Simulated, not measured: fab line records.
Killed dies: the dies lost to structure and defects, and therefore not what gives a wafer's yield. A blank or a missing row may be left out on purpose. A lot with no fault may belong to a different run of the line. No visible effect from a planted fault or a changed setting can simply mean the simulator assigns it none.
Matching of chambers    flow n5-finfet    N5_GATE_CUT_ETCH_37 on rie-diel-03: 4 sister chambers
The step etches SOC in N2/H2, target depth 60 nm, overetch 12 nm, time 90 s. 4 wafers are shown with their chamber, then 11 later ones without.

## EACH WAFER AND ITS CHAMBER
wafer   chamber  showerhead-plenum-p-Torr (Torr)
L083.5  1        2.62
L085.1  2        2.59
L086.4  3        2.67
L090.1  0        2.53

## WAFERS WITH NO CHAMBER GIVEN
wafer   showerhead-plenum-p-Torr (Torr)
L090.2  2.67
L090.3  2.62
L091.1  2.62
L091.3  2.53
L091.6  2.53
L093.1  2.62
L093.4  2.67
L093.6  2.58
L095.2  2.62
L095.4  2.52
L095.5  2.52

## EACH ONE'S CHAMBER
wafer   from the rows above  in truth
L090.2  3                    3
L090.3  1                    1
L091.1  1                    1
L091.3  0                    0
L091.6  0                    0
L093.1  1                    1
L093.4  3                    3
L093.6  2                    2
L095.2  1                    1
L095.4  0                    0
L095.5  0                    0
Placed correctly: 11 of 11. From these rows, 0 cannot be placed. Number placed wrongly: 0.
How it was worked out, from the rows above alone: a wafer's distance from a chamber is the root of the sum, over the readings, of the square of ((its reading less the chamber's mean) divided by the reading's scatter). The wafer belongs to the nearest chamber; if the next one is less than 2 further off, it can't be placed. The mean given for a chamber averages the wafers shown for that chamber. The scatter: root of mean squared gap, hidden wafer to nearest shown wafer, with one shown wafer a chamber.
